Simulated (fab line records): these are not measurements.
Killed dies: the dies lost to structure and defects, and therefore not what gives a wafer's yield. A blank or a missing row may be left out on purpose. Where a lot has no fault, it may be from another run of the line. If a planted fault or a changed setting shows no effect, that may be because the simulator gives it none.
fab line records	flow nandHarc
[record] lots = 6	wafers = 18	lastDay = 33
route steps=1302 shown A_BONDPAD@1216 HYBRID_BOND@1237 THIN_TSV@1244 END@1302
lots that met no fault: taken from a fault-free run of the same line
startH: start of the lot's first displayed wafer, in hours after the record's first day	waitH: hours from the lot's prior step to this one	" same as the row above	L1.1+2: a row that stands for several wafers	- no value, or no start was given	* or withheld: withheld	< > ~ a bound
route shown NAME@n: a module of which the file shows steps, and the number in the route of the first	usual: mean/standard deviation of fault-free wafers	same: alike in all rows	chamber/n: place in a boat	sites: each site's reading	_std_site: how widely they spread, as a standard deviation	_edge_site: outer sites' mean less inner sites'	radiusMm: for every site, how far away it sits from the centre of the wafer	mask NAME#n: copy n	behind: the tool/chamber that last shaped the wafer	hold: cause of the lot's hold/its duration in hours/its outcome	device: the n, p or np transistor that did not switch	end of line: the same wafers' tests at the end of the route	step lacking rows: just its recipe	killed: count of dies lost to structure and defects at first sort (not the wafer's yield)	map: dies across one wafer; x = killed, . = not, _ = none there
set.NAME: the setting as run; set.NAME@STEP: as run at that earlier step	model.NAME: the simulator's own value behind a step, which no gauge read
a table for each step, a row for each wafer; lots at some steps of the route
services: from which hour (startH, from the record's first day; less than 0 if before it) a tool's chamber was out of use, for how many hours, and why
[[steps]]
[step NHARC_A_BONDPAD_OVL_MEAS_35]
[usual] overlayXNm = -1/6.4	overlayYNm = -1/7.7
lot.wafer	tool	chamber	startH	waitH	overlayXNm	overlayYNm
L285.2	overlay-01	-	557.24	-	-9	-11
L285.3	"	-	"	"	-8	-11
L285.5	"	-	"	"	-9	-10
L291.3	overlay-01	-	620.68	-	2	-10
L291.4	"	-	"	"	2	-11
L291.6	"	-	"	"	2	-11
L294.1	overlay-02	-	640.89	-	5	-4
L294.2	"	-	"	"	6	-3
L294.4	"	-	"	"	6	-3
L301.4	overlay-01	-	713.34	-	-3	7
L301.5	"	-	"	"	-3	7
L301.6	"	-	"	"	-3	7
L300.1	overlay-02	-	715.28	-	-5	9
L300.2	"	-	"	"	-6	9
L300.5	"	-	"	"	-6	9
L304.1	overlay-02	-	750.58	-	5	2
L304.2	"	-	"	"	5	3
L304.6	"	-	"	"	5	3
[step NHARC_A_BONDPAD_HARDBAKE_10]
[recipe] tempC = 118	timeS = 65
[step NHARC_A_BONDPAD_DESCUM_11]
[recipe] timeS = 3	o2FlowSccm = 200	arFlowSccm = 0	biasPowerW = 0	chemistry = O2
[usual] drypumpMotorCurrentA = 5.8/0.56	oesProductAu = 1.003/0.012	rfVppV = 57.6/0.89	showerheadPlenumPTorr = 1.86/0.086	throttleValvePct = 11.310/0.0092
lot.wafer	tool	chamber	startH	waitH	drypumpMotorCurrentA	oesProductAu	rfHoursCounterH	rfVppV	showerheadPlenumPTorr	throttleValvePct
L285.2	rieDiel-13	1	557.36	-	5.3	0.989	1	57.4	1.80	11.306
L285.3	"	2	"	"	5.0	1.018	1	57.7	1.79	11.310
L285.5	"	1	"	"	5.3	1.008	-	56.6	1.80	11.318
L291.3	rieDiel-13	0	620.81	-	5.4	1.023	3	58.3	1.79	11.299
L291.4	"	2	"	"	5.0	1.010	3	57.2	1.79	11.309
L291.6	"	1	"	"	5.3	0.988	-	56.6	1.80	11.317
L294.4	rieDiel-13	0	641.01	-	5.3	0.999	5	55.9	1.79	11.302
L294.2	"	2	"	"	5.0	1.003	4	58.4	1.79	11.311
L294.1	"	3	"	"	5.3	1.011	4	58.1	1.87	11.315
L301.4	rieDiel-10	2	713.48	-	6.5	1.005	18	58.4	1.79	11.309
L301.6	"	0	"	"	6.1	1.007	-	58.5	2.01	11.318
L301.5	"	1	"	"	6.0	1.012	-	58.0	1.95	11.324
L300.2	rieDiel-10	3	715.41	-	6.6	0.982	18	56.7	1.80	11.332
L300.1	"	2	"	"	6.5	0.990	19	57.5	1.79	11.302
L300.5	"	0	"	"	6.1	0.993	-	58.8	2.01	11.303
L304.1	rieDiel-10	1	750.71	-	6.0	1.016	22	58.5	1.95	11.322
L304.2	"	2	"	"	6.5	0.994	23	57.2	1.79	11.302
L304.6	"	1	"	"	6.0	1.010	-	57.6	1.95	11.298
[step NHARC_A_BONDPAD_ETCH_34]
[recipe] targetDepthA = 600	overetchA = 180	timeS = 65.91	ionEnergyEv = 200	n2FlowSccm = 150	h2FlowSccm = 150	arFlowSccm = 0	rfW = 400	biasW = 150	chemistry = N2/H2
[usual] drypumpMotorCurrentA = 5.8/0.54	h2FlowSccm = 150.0/0.49	oesProductAu = 1.002/0.01	rfVppV = 429.1/2.8	showerheadPlenumPTorr = 1.99/0.096	throttleValvePct = 14.171/0.0087
lot.wafer	tool	chamber	startH	waitH	drypumpMotorCurrentA	h2FlowSccm	oesProductAu	rfHoursCounterH	rfVppV	showerheadPlenumPTorr	throttleValvePct
L285.2	rieDiel-13	3	557.46	0.1	5.4	150.9	1.015	1	430.1	1.99	14.195
L285.3	"	0	"	"	5.3	150.5	1.008	1	427.7	1.91	14.177
L285.5	"	3	"	"	5.4	150.2	1.006	-	429.6	1.99	14.195
L291.4	rieDiel-13	1	620.89	0.1	5.3	149.9	1.008	4	427.9	1.92	14.172
L291.3	"	3	"	"	5.3	150.2	1.015	3	429.2	1.99	14.161
L291.6	"	1	"	"	5.3	149.9	0.992	-	427.6	1.92	14.169
L294.4	rieDiel-13	3	641.10	0.1	5.4	149.8	1.008	4	428.3	1.99	14.163
L294.2	"	0	"	"	5.3	149.1	1.010	5	427.3	1.91	14.179
L294.1	"	1	"	"	5.3	150.0	1.009	5	427.4	1.92	14.170
L301.4	rieDiel-10	2	713.55	0.1	6.5	150.0	0.993	19	426.5	1.90	14.165
L301.6	"	1	"	"	6.0	149.8	1.014	-	432.4	2.08	14.150
L301.5	"	2	"	"	6.5	150.2	0.987	-	425.6	1.90	14.173
L300.1	rieDiel-10	0	715.49	0.1	6.1	149.5	1.002	19	434.3	2.15	14.165
L300.2	"	2	"	"	6.5	149.9	0.991	19	427.0	1.90	14.167
L300.5	"	1	"	"	6.0	149.3	1.005	-	431.8	2.08	14.171
L304.2	rieDiel-10	3	750.79	0.1	6.6	150.8	0.994	21	427.1	1.92	14.166
L304.1	"	0	"	"	6.1	150.0	0.996	22	432.9	2.15	14.175
L304.6	"	3	"	"	6.6	150.4	0.984	-	425.8	1.92	14.169
[step NHARC_A_BONDPAD_ETCH_12]
[recipe] targetDepthA = 2200	timeS = 110	chf3FlowSccm = 50	o2FlowSccm = 10	arFlowSccm = 200	rfW = 500	biasW = 200	chemistry = CHF3/O2
[usual] drypumpMotorCurrentA = 5.8/0.56	oesProductAu = 0.947/0.026	rfVppV = 369.1/2.5	showerheadPlenumPTorr = 2.34/0.1	throttleValvePct = 20.573/0.0084
lot.wafer	tool	chamber	startH	waitH	drypumpMotorCurrentA	oesProductAu	rfHoursCounterH	rfVppV	showerheadPlenumPTorr	throttleValvePct
L285.2	rieDiel-13	2	-	-	5.0	0.966	1	366.1	2.26	20.576
L285.3	"	1	"	"	5.3	0.942	1	367.2	2.27	20.572
L285.5	"	2	"	"	5.0	0.968	-	367.7	2.26	20.561
L291.3	rieDiel-13	3	-	-	5.4	0.989	3	369.7	2.34	20.567
L291.4	"	1	"	"	5.3	0.950	4	367.4	2.27	20.571
L291.6	"	3	"	"	5.4	0.987	-	369.0	2.34	20.564
L294.2	rieDiel-13	1	-	-	5.3	0.936	5	367.8	2.27	20.584
L294.4	"	2	"	"	5.0	0.937	4	366.9	2.26	20.569
L294.1	"	3	"	"	5.4	0.944	4	371.1	2.34	20.562
L301.4	rieDiel-10	1	-	-	6.0	0.924	18	371.0	2.45	20.582
L301.5	"	3	"	"	6.6	0.911	-	367.4	2.27	20.573
L301.6	"	0	"	"	6.1	0.928	-	373.7	2.52	20.564
L300.2	rieDiel-10	2	-	-	6.5	0.914	19	367.1	2.25	20.567
L300.1	"	0	"	"	6.1	0.933	19	373.3	2.52	20.585
L300.5	"	3	"	"	6.6	0.910	-	369.1	2.27	20.566
L304.1	rieDiel-10	2	-	-	6.5	0.913	23	367.7	2.25	20.578
L304.2	"	1	"	"	6.0	0.934	22	371.6	2.45	20.577
L304.6	"	2	"	"	6.5	0.912	-	366.8	2.25	20.572
[step NHARC_A_BONDPAD_CD_MEAS_13]
[usual] cdNm = 499.8/2.6
lot.wafer	tool	chamber	startH	waitH	cdNm
L285.2	cdSem-01	-	557.68	-	502.4
L285.3	"	-	"	"	503.4
L285.5	"	-	"	"	503.7
L291.3	cdSem-02	-	621.13	-	501.3
L291.4	"	-	"	"	500.1
L291.6	"	-	"	"	501.7
L294.1	cdSem-01	-	641.33	-	502.7
L294.2	"	-	"	"	500.5
L294.4	"	-	"	"	501.7
L301.4	cdSem-02	-	713.78	-	492.2
L301.5	"	-	"	"	493.5
L301.6	"	-	"	"	494.7
L300.1	cdSem-03	-	715.72	-	501.3
L300.2	"	-	"	"	500.7
L300.5	"	-	"	"	500.2
L304.1	cdSem-02	-	751.03	-	502.9
L304.2	"	-	"	"	500.4
L304.6	"	-	"	"	502.0
[step NHARC_A_BONDPAD_STRIP_15]
[recipe] o2FlowSccm = 500	arFlowSccm = 0	biasW = 0	chemistry = O2
[usual] drypumpMotorCurrentA = 5.8/0.55	oesProductAu = 1.001/0.01	rfVppV = 57.5/0.9	showerheadPlenumPTorr = 3.44/0.16	throttleValvePct = 17.036/0.009
lot.wafer	tool	chamber	startH	waitH	drypumpMotorCurrentA	oesProductAu	rfHoursCounterH	rfVppV	showerheadPlenumPTorr	throttleValvePct
L285.2	rieDiel-10	0	557.77	0.1	6.1	1.011	20	58.1	3.71	17.052
L285.3	"	1	"	"	6.1	1.013	20	57.9	3.61	17.040
L285.5	"	0	"	"	6.1	1.019	-	58.2	3.71	17.041
L291.3	rieDiel-10	3	621.21	0.1	6.6	0.984	5	56.6	3.34	17.048
L291.4	"	0	"	"	6.1	1.001	5	56.9	3.71	17.039
L291.6	"	2	"	"	6.5	0.996	-	58.9	3.32	17.035
L294.2	rieDiel-10	0	641.42	0.1	6.1	1.005	8	58.1	3.70	17.037
L294.4	"	1	"	"	6.0	0.997	7	57.3	3.60	17.041
L294.1	"	2	"	"	6.5	0.991	8	56.5	3.32	17.059
L301.4	rieDiel-13	3	713.90	0.1	5.4	0.990	1	57.0	3.45	17.043
L301.5	"	0	"	"	5.4	0.989	-	55.1	3.32	17.039
L301.6	"	1	"	"	5.3	0.994	-	57.0	3.33	17.039
L300.2	rieDiel-10	1	715.79	0.1	6.0	0.998	18	59.6	3.60	17.050
L300.1	"	3	"	"	6.6	0.984	18	55.5	3.34	17.036
L300.5	"	2	"	"	6.5	0.975	-	56.9	3.31	17.039
L304.2	rieDiel-13	2	751.10	0.1	5.0	0.995	1	57.0	3.32	17.038
L304.1	"	3	"	"	5.4	0.992	2	58.6	3.44	17.029
L304.6	"	3	"	"	5.4	1.002	-	59.0	3.44	17.043
[step NHARC_A_BONDPAD_ETCH_24]
[recipe] targetDepthA = 300	overEtchFrac = 0.3	timeS = 72.99	ionEnergyEv = 150	cf4FlowSccm = 50	n2FlowSccm = 100	arFlowSccm = 150	rfW = 300	biasW = 100	chemistry = CF4/N2
[step NHARC_A_BONDPAD_STRIP_16]
[recipe] timeS = 600	tempC = 30	chemistry = postEtchResidueRemover
[step NHARC_A_BONDPAD_DEGAS_25]
[recipe] tempC = 300	timeS = 60
[step NHARC_A_BONDPAD_PRE_CLEAN_26]
[recipe] timeS = 30	tempC = 280	gas = H2/He
[step NHARC_A_BONDPAD_PVD_17]
[recipe] targetThkA = 50	biasV = 168.6	powerW = 15000	chamberPressurePa = 0.12	timeS = 8.06	substrateTempC = 50	material = TaN
[usual] throttleValvePct = 30.1/1.3
lot.wafer	tool	chamber	startH	waitH	throttleValvePct
L285.2	pvdSputter-01	-	-	-	31.1
L285.3	"	-	"	"	28.8
L285.5	"	-	"	"	31.1
L291.4	pvdSputter-01	-	-	-	31.1
L291.3	"	-	"	"	29.5
L291.6	"	-	"	"	31.5
L294.4	pvdSputter-01	-	-	-	31.4
L294.2	"	-	"	"	28.6
L294.1	"	-	"	"	31.2
L301.4	pvdSputter-03	-	-	-	29.3
L301.6	"	-	"	"	31.8
L301.5	"	-	"	"	31.4
L300.1	pvdSputter-03	-	-	-	29.4
L300.2	"	-	"	"	31.1
L300.5	"	-	"	"	28.4
L304.1	pvdSputter-01	-	-	-	28.7
L304.2	"	-	"	"	31.2
L304.6	"	-	"	"	31.1
[step NHARC_A_BONDPAD_PVD_27]
[recipe] targetThkA = 300	chamberPressurePa = 5	powerW = 5000	substrateTempC = 30	timeS = 20.49	material = Cu
[usual] throttleValvePct = 30.2/1.2
lot.wafer	tool	chamber	startH	waitH	throttleValvePct
L285.3	pvdSputter-01	-	558.53	-	28.9
L285.2	"	-	"	"	31.7
L285.5	"	-	"	"	31.1
L291.3	pvdSputter-01	-	621.99	-	31.6
L291.4	"	-	"	"	29.5
L291.6	"	-	"	"	28.8
L294.4	pvdSputter-01	-	642.18	-	28.5
L294.1	"	-	"	"	31.4
L294.2	"	-	"	"	29.2
L301.4	pvdSputter-03	-	714.66	-	29.4
L301.5	"	-	"	"	31.9
L301.6	"	-	"	"	31.0
L300.1	pvdSputter-03	-	716.59	-	31.8
L300.2	"	-	"	"	31.2
L300.5	"	-	"	"	28.2
L304.1	pvdSputter-01	-	751.94	-	31.5
L304.2	"	-	"	"	28.7
L304.6	"	-	"	"	31.0
[step NHARC_A_BONDPAD_ECD_18]
[recipe] targetThkA = 4000	bathTempC = 25	material = Cu
[step NHARC_A_BONDPAD_ANNEAL_28]
[recipe] tempC = 225	timeS = 90
[step NHARC_A_BONDPAD_CMP_19]
[recipe] tOverpolishS = 30	cuRecessTouchS = 16	targetThkNm = 169.82
[step NHARC_A_BONDPAD_SRD_21]
[recipe] timeS = 30	tempC = 23	dryTimeS = 20	spinRpm = 1500
[step NHARC_HYBRID_BOND_ACTIVATE_00]
[recipe] timeS = 60	n2FlowSccm = 200	arFlowSccm = 0	biasPowerW = 0	chemistry = N2
[step NHARC_HYBRID_BOND_PRECLEAN_01]
[recipe] timeS = 300	tempC = 23	chemistry = DIW
[step NHARC_HYBRID_BOND_SRD_02]
[recipe] timeS = 30	tempC = 23	dryTimeS = 20	spinRpm = 1500
[step NHARC_HYBRID_BOND_BOND_03]
[recipe] tempC = 25
[step NHARC_HYBRID_BOND_ANNEAL_04]
[recipe] tempC = 300	timeS = 7200	rampUpCPerMin = 5	rampDownCPerMin = 3	idleTempC = 100	pressureAtm = 1
[step NHARC_HYBRID_BOND_OVL_MEAS_05]
[usual] overlayXNm = -2/33	overlayYNm = 3/33
lot.wafer	tool	chamber	startH	waitH	overlayXNm	overlayYNm
L285.2	overlay-02	-	569.68	0.4	-72	34
L285.3	"	-	"	"	34	86
L285.5	"	-	"	"	-24	42
L291.3	overlay-01	-	632.56	0.4	13	40
L291.4	"	-	"	"	-48	1
L291.6	"	-	"	"	46	-17
L294.1	overlay-02	-	653.69	0.4	-59	17
L294.2	"	-	"	"	-2	14
L294.4	"	-	"	"	1	-12
L300.1	overlay-02	-	727.19	0.4	6	-6
L300.2	"	-	"	"	13	-12
L300.5	"	-	"	"	14	90
L301.4	overlay-01	-	727.19	0.4	-89	73
L301.5	"	-	"	"	-33	-5
L301.6	"	-	"	"	72	2
L304.1	overlay-01	-	763.10	0.4	-40	42
L304.2	"	-	"	"	15	53
L304.6	"	-	"	"	58	71
[step NHARC_THIN_TSV_GRIND_00]
[recipe] targetThkUm = 6
[step NHARC_THIN_TSV_CMP_01]
[recipe] targetThkUm = 3
[step NHARC_THIN_TSV_THK_MEAS_02]
[recipe] thkMeasGauge = ir
[usual] thkNm = 2995/200
lot.wafer	tool	chamber	startH	waitH	thkNm
L285.2	filmMetro-01	-	571.35	-	3274
L285.3	"	-	"	"	3518
L285.5	"	-	"	"	3339
L291.3	filmMetro-02	-	634.26	-	2739
L291.4	"	-	"	"	2945
L291.6	"	-	"	"	2890
L294.1	filmMetro-02	-	655.38	0.2	2991
L294.2	"	-	"	"	2985
L294.4	"	-	"	"	3102
L301.4	filmMetro-02	-	728.86	-	3154
L301.5	"	-	"	"	2914
L301.6	"	-	"	"	3238
L300.1	filmMetro-01	-	730.05	-	2897
L300.2	"	-	"	"	2638
L300.5	"	-	"	"	2819
L304.1	filmMetro-01	-	764.79	0.2	2941
L304.2	"	-	"	"	2830
L304.6	"	-	"	"	3141
[step NHARC_THIN_TSV_SRD_03]
[step NHARC_THIN_TSV_PRECLEAN_41]
[recipe] timeS = *	tempC = 50	bathAgeMin = 0	chemistry = SC1
[step NHARC_THIN_TSV_SRD_42]
[step NHARC_THIN_TSV_DEP_43]
[recipe] targetThkA = 13285	tempC = withheld	pressureTorr = 6.5	rfW = 900	teosFlowSccm = 161.4	flowSccm = 2650	targetThkNm = 1328.5	gas = O2	material = SiO2
[step NHARC_THIN_TSV_DEHYDRATE_04]
[recipe] tempC = 150	timeS = 120
[step NHARC_THIN_TSV_HMDS_05]
[recipe] timeS = 30
[step NHARC_THIN_TSV_COAT_06]
[recipe] spinRpm = *
[step NHARC_THIN_TSV_SOFTBAKE_07]
[recipe] tempC = 122	timeS = 95
[step NHARC_THIN_TSV_EBR_08]
[step NHARC_THIN_TSV_EXPOSE_09]
[recipe] na = 0.55	doseMj = 30.7	maskId = TSV
[step NHARC_THIN_TSV_PEB_10]
[recipe] pebTempC = 118	pebTimeS = 85
[step NHARC_END_SORT_01]
[recipe] tempC = 25
[usual] defectLimitedYield = 91.9/2.9	killedAtArray = 50/20	killedAtOther = 1.2/1.5	killedAtPeriphery = 3.6/2.6	killedDies = 55/20	killedOpen = 3.4/2	killedShort = 2.7/1.6	sort_bin_2_pct = 2.9/1.3	sort_bin_3_pct = 0.6/0.38	sort_bin_4_pct = 4.6/1.6	sortNPass = 622/20	sortRimYieldPct = 93/3.8	sortYieldPct = 91.9/2.9
[same] grossDies = 677	sort_bin_5_pct[%] = 0	sort_bin_6_pct[%] = 0	sort_bin_7_pct[%] = 0	sort_bin_8_pct[%] = 0	sortRimNGross = 106.00
lot.wafer	tool	chamber	startH	waitH	defectLimitedYield[%]	killedAtArray	killedAtOther	killedAtPeriphery	killedDies	killedOpen	killedShort	sort_bin_2_pct[%]	sort_bin_3_pct[%]	sort_bin_4_pct[%]	sortNPass	sortRimYieldPct[%]	sortYieldPct[%]
L285.2	prober-01	0	588.44	2.8	92.3	49	1	2	52	3	3	3.4	0.4	3.8	625	92	92.3
L285.3	prober-01	0	589.23	3.1	91.0	59	0	2	61	4	2	3.7	0.1	5.2	616	96	91.0
L285.5	prober-01	0	590.83	3.7	92.5	48	0	3	51	0	4	2.2	0.7	4.6	626	95	92.5
L291.3	prober-01	0	654.57	3.1	82.3	116	1	3	120	4	1	8.0	3.4	6.4	557	77	82.3
L291.4	prober-01	0	655.37	3.4	83.8	105	1	4	110	3	1	5.3	5.0	5.9	567	85	83.8
L291.6	prober-01	0	656.97	4.0	83.5	106	1	5	112	2	3	5.6	5.0	5.9	565	86	83.5
L294.1	prober-01	0	672.27	2.5	84.0	105	2	1	108	2	4	6.2	5.3	4.4	569	81	84.0
L294.2	prober-01	0	673.06	2.8	81.8	121	0	2	123	5	0	7.8	3.4	6.9	554	83	81.8
L294.4	prober-01	0	674.65	3.4	83.0	113	1	1	115	4	0	7.1	4.4	5.5	562	87	83.0
L300.1	prober-02	0	745.03	2.5	89.4	64	1	7	72	7	4	2.8	0.4	7.4	605	97	89.4
L300.2	prober-02	0	745.83	2.8	92.6	49	0	1	50	2	1	2.5	0.4	4.4	627	99	92.6
L300.5	prober-02	0	748.23	3.7	91.9	48	0	7	55	6	2	2.7	0.1	5.3	622	97	91.9
L301.4	prober-01	0	747.43	3.4	96.5	20	2	2	24	5	1	1.6	0.3	1.6	653	90	96.5
L301.5	prober-01	0	748.23	3.7	92.2	52	1	0	53	7	3	3.1	0.9	3.8	624	89	92.2
L301.6	prober-01	0	749.03	4.0	90.4	61	1	3	65	3	7	4.9	0.7	4.0	612	92	90.4
L304.1	prober-01	0	780.74	2.5	93.4	44	0	1	45	2	1	2.5	0.6	3.5	632	96	93.4
L304.2	prober-01	0	781.54	2.8	95.0	24	0	10	34	0	3	1.8	0.4	2.8	643	90	95.0
L304.6	prober-01	0	784.76	4.0	94.2	32	0	7	39	4	2	2.1	0.4	3.2	638	92	94.2
// killed by level:class
L285.2 A_CHANNEL_HOLE_D1:chamberFilmFlake=30 A_CHANNEL_HOLE_D2:chamberFilmFlake=4 A_STAIRCASE:chamberFilmFlake=4 A_CONTACT:chamberFilmFlake=4 P_M2:geometricParticle:short=1 A_SOURCE_PLATE:geometricParticle:short=1 A_WL_FILL:geometricParticle:open=1 A_BLC:geometricParticle:open=1
L285.3 A_CHANNEL_HOLE_D1:chamberFilmFlake=37 A_STAIRCASE:chamberFilmFlake=7 A_CHANNEL_HOLE_D2:chamberFilmFlake=4 A_CHANNEL_FILL_D2:chamberFilmFlake=2 A_CONTACT:chamberFilmFlake=2 P_GATE:geometricParticle:open=1 A_ONON_D1:geometricParticle:short=1 A_CHANNEL_FILL_D1:geometricParticle:short=1
L285.5 A_CHANNEL_HOLE_D1:chamberFilmFlake=33 A_CHANNEL_HOLE_D2:chamberFilmFlake=5 A_STAIRCASE:chamberFilmFlake=3 A_CHANNEL_FILL_D2:geometricParticle:short=2 A_CONTACT:chamberFilmFlake=2 P_M1:geometricParticle:short=1 A_ONON_D1:geometricParticle:short=1 P_GATE:chamberFilmFlake=1
L291.3 A_BONDPAD:unspecified=83 A_CHANNEL_HOLE_D2:chamberFilmFlake=9 A_STAIRCASE:chamberFilmFlake=7 A_CHANNEL_HOLE_D1:chamberFilmFlake=5 P_ZERO_WELL:chamberFilmFlake=2 A_CHANNEL_FILL_D1:chamberFilmFlake=2 A_SLIT:chamberFilmFlake=2 A_CONTACT:chamberFilmFlake=2
L291.4 A_BONDPAD:unspecified=79 A_CHANNEL_HOLE_D2:chamberFilmFlake=15 P_ZERO_WELL:chamberFilmFlake=3 A_CONTACT:chamberFilmFlake=3 A_DECK1_JOINT:geometricParticle:short=1 A_WL_FILL:geometricParticle:open=1 A_M0:geometricParticle:open=1 A_M1:geometricParticle:open=1
L291.6 A_BONDPAD:unspecified=82 A_CHANNEL_HOLE_D2:chamberFilmFlake=8 A_CONTACT:chamberFilmFlake=7 A_STAIRCASE:chamberFilmFlake=3 P_ZERO_WELL:chamberFilmFlake=2 P_M1:chamberFilmFlake=2 P_M1:geometricParticle:open=1 A_CHANNEL_HOLE_D2:geometricParticle:short=1
L294.1 A_BONDPAD:unspecified=85 A_CHANNEL_HOLE_D2:chamberFilmFlake=6 A_ONON_D1:geometricParticle:short=3 A_CONTACT:chamberFilmFlake=3 A_CHANNEL_HOLE_D1:chamberFilmFlake=2 A_DECK1_JOINT:chamberFilmFlake=2 THIN_TSV:chamberFilmFlake=2 P_CONTACT:geometricParticle:open=1
L294.2 A_BONDPAD:unspecified=82 A_CHANNEL_HOLE_D2:chamberFilmFlake=19 A_CHANNEL_HOLE_D1:chamberFilmFlake=9 A_CONTACT:chamberFilmFlake=3 A_SLIT:chamberFilmFlake=3 A_ONON_D1:geometricParticle:open=2 P_CONTACT:geometricParticle:open=1 A_SOURCE_PLATE:geometricParticle:open=1
L294.4 A_BONDPAD:unspecified=89 A_CHANNEL_HOLE_D2:chamberFilmFlake=11 A_CONTACT:chamberFilmFlake=4 A_SLIT:chamberFilmFlake=3 A_ONON_D1:geometricParticle:open=2 A_CHANNEL_HOLE_D1:chamberFilmFlake=2 P_M0:geometricParticle:open=1 A_BLC:geometricParticle:open=1
L300.1 A_CHANNEL_HOLE_D1:chamberFilmFlake=39 A_CONTACT:chamberFilmFlake=11 A_STAIRCASE:chamberFilmFlake=4 P_M0:geometricParticle:open=3 A_SLIT:chamberFilmFlake=3 A_M0:geometricParticle:open=2 A_WL_FILL:chamberFilmFlake=2 P_GATE:geometricParticle:short=1
L300.2 A_CHANNEL_HOLE_D1:chamberFilmFlake=31 A_CONTACT:chamberFilmFlake=7 A_SLIT:chamberFilmFlake=3 A_DECK1_JOINT:chamberFilmFlake=2 A_ONON_D1:geometricParticle:open=1 A_ONON_D2:geometricParticle:short=1 A_ONON_D2:geometricParticle:open=1 P_GATE:chamberFilmFlake=1
L301.4 A_CHANNEL_HOLE_D1:chamberFilmFlake=5 A_CHANNEL_HOLE_D2:chamberFilmFlake=5 A_SLIT:chamberFilmFlake=4 A_M0:geometricParticle:open=2 THIN_TSV:chamberFilmFlake=2 P_M1:geometricParticle:open=1 A_ONON_D1:geometricParticle:open=1 A_DECK1_JOINT:geometricParticle:short=1
L300.5 A_CHANNEL_HOLE_D1:chamberFilmFlake=32 A_SLIT:chamberFilmFlake=4 A_CONTACT:chamberFilmFlake=4 A_STAIRCASE:chamberFilmFlake=3 P_CONTACT:geometricParticle:open=2 P_M0:geometricParticle:open=2 P_GATE:geometricParticle:short=1 P_M1:geometricParticle:open=1
L301.5 A_CHANNEL_HOLE_D2:chamberFilmFlake=26 A_SLIT:chamberFilmFlake=11 A_CHANNEL_FILL_D2:geometricParticle:short=2 A_BLC:geometricParticle:open=2 A_M1:geometricParticle:open=2 A_STAIRCASE:chamberFilmFlake=2 A_CHANNEL_HOLE_D1:geometricParticle:open=1 A_CHANNEL_FILL_D2:geometricParticle:open=1
L301.6 A_SLIT:chamberFilmFlake=37 A_CHANNEL_HOLE_D1:chamberFilmFlake=7 A_CHANNEL_HOLE_D2:chamberFilmFlake=6 A_CHANNEL_FILL_D2:geometricParticle:short=3 A_STAIRCASE:chamberFilmFlake=3 P_CONTACT:geometricParticle:open=1 P_M0:geometricParticle:short=1 P_M0:geometricParticle:open=1
L304.1 A_CHANNEL_HOLE_D1:chamberFilmFlake=17 A_SLIT:chamberFilmFlake=7 A_SGD_CUT:chamberFilmFlake=7 A_STAIRCASE:chamberFilmFlake=5 A_CONTACT:chamberFilmFlake=4 P_CONTACT:geometricParticle:open=1 A_ONON_D1:geometricParticle:short=1 A_ONON_D2:geometricParticle:open=1
L304.2 A_CHANNEL_HOLE_D1:chamberFilmFlake=8 A_SLIT:chamberFilmFlake=7 P_BONDPAD:chamberFilmFlake=6 A_STAIRCASE:chamberFilmFlake=4 P_GATE:chamberFilmFlake=3 P_CONTACT:geometricParticle:short=1 A_ONON_D1:geometricParticle:short=1 A_CHANNEL_FILL_D1:geometricParticle:short=1
L304.6 A_CHANNEL_HOLE_D1:chamberFilmFlake=6 P_BONDPAD:chamberFilmFlake=5 A_STAIRCASE:chamberFilmFlake=5 A_CONTACT:chamberFilmFlake=5 A_SGD_CUT:chamberFilmFlake=4 A_SLIT:chamberFilmFlake=4 A_CHANNEL_HOLE_D2:chamberFilmFlake=2 P_CONTACT:geometricParticle:short=1
// map L291.3 (x killed, . not)
____________.____________
_________xx....._________
_______.xx........_______
______xxx..........______
_____x.....x........_____
____.................____
____.................____
___.....x.............___
___xxx.x..............___
__xxxxx................__
__xxxxxxx..............__
_xxxxxx.x..........x...._
_xxxxxxx.x.............._
_xxxxxxxx..........x...._
_xxxxxxx................_
_xxxxxxxx.x........x...._
.xxxxxxxx................
.xxxxxxx.................
..xxxxx..................
.xxxxxx.................x
x...xx.............xx.x..
_....xx................x_
_xx....................._
_.x.....xx.......x......_
_......x...x............_
_.x....................._
__..................x..__
__........x............__
___...................___
___...................___
____.................____
____............x...x____
_____............xx._____
______.x...........______
_______..........._______
_________......._________
____________.____________
// map L294.2 (x killed, . not)
____________.____________
_________......._________
_______..........._______
______.............______
_____..............._____
____.................____
____.................____
___...................___
___...................___
__.....................__
__.....................__
_...x..................._
_......................._
_......................._
_..x...................._
_.xx.xx............x..x._
.xxxxx...............x...
xxxxxxxx..........x.xx...
xxxxxxxx.........xx.x..x.
xxxxxxxxx.........x.xx...
xxxxxxx........x..x.xxxxx
_xxxxxxx...........x..x._
_xxxxxxx............xx.._
_xxxxxxxx.........x.xxx._
_xxxxx.................x_
_xxxxxx.x..............x_
__xxxx...............x.__
__x.xx.................__
___x...........x.....x___
___..........x..x.....___
____..x..............____
____.................____
_____..............._____
______...x.........______
_______.x........._______
_________......._________
____________.____________
[[services]]
tool	chamber	startH	hours	kind
rieDiel-13	0	535.53	1.3	repair
rieDiel-10	0	551.25	-	clean
rieDiel-10	1	551.25	-	clean
rieDiel-10	2	551.25	-	clean
rieDiel-10	3	551.25	-	clean
rieDiel-10	0	575.75	-	clean
rieDiel-10	1	575.75	-	clean
rieDiel-10	2	575.75	-	clean
rieDiel-10	3	575.75	-	clean
pvdSputter-01	-	582.00	10.0	pm
rieDiel-10	3	584.32	14.6	repair
rieDiel-10	-	596.77	9.0	pm
rieDiel-10	0	596.77	9.0	ventCycle
rieDiel-10	1	596.77	9.0	ventCycle
rieDiel-10	2	596.77	9.0	ventCycle
rieDiel-10	3	632.89	4.0	repair
rieDiel-13	3	659.73	5.7	repair
rieDiel-13	3	671.16	2.4	repair
pvdSputter-03	-	672.96	2.1	repair
pvdSputter-03	-	678.46	5.5	repair
rieDiel-13	-	696.00	9.0	pm
pvdSputter-03	-	704.09	10.0	pm
rieDiel-13	2	705.68	5.1	repair
rieDiel-13	1	750.57	4.8	repair
[[key]]
[firstSign] step = NHARC_END_SORT_01	reading = killedAtArray	direction = up	sigmas = 3.1	usual = 50	struck = 111
[effect] step = NHARC_END_SORT_01	reading = killedDies	direction = up	sigmas = 3	usual = 55	struck = 115
[moreKillsBornAt] NHARC_A_BONDPAD_PVD_27@pvdSputter-01 = 500
metAt NHARC_A_BONDPAD_PVD_27
struckWafers L291.3,L291.4,L291.6,L294.1,L294.2,L294.4
onsetBetween 558.53 621.99
alsoFits NHARC_A_BONDPAD_DESCUM_11:rieDiel-13,NHARC_A_BONDPAD_ETCH_34:rieDiel-13,NHARC_A_BONDPAD_ETCH_12:rieDiel-13
[fault] kind = chamberParticleSource	tool = pvdSputter-01	chamber = -	onsetH = 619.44	steps = NHARC_A_BONDPAD_PVD_27	ratePerVisitCm2 = 1.0341	endH = 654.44
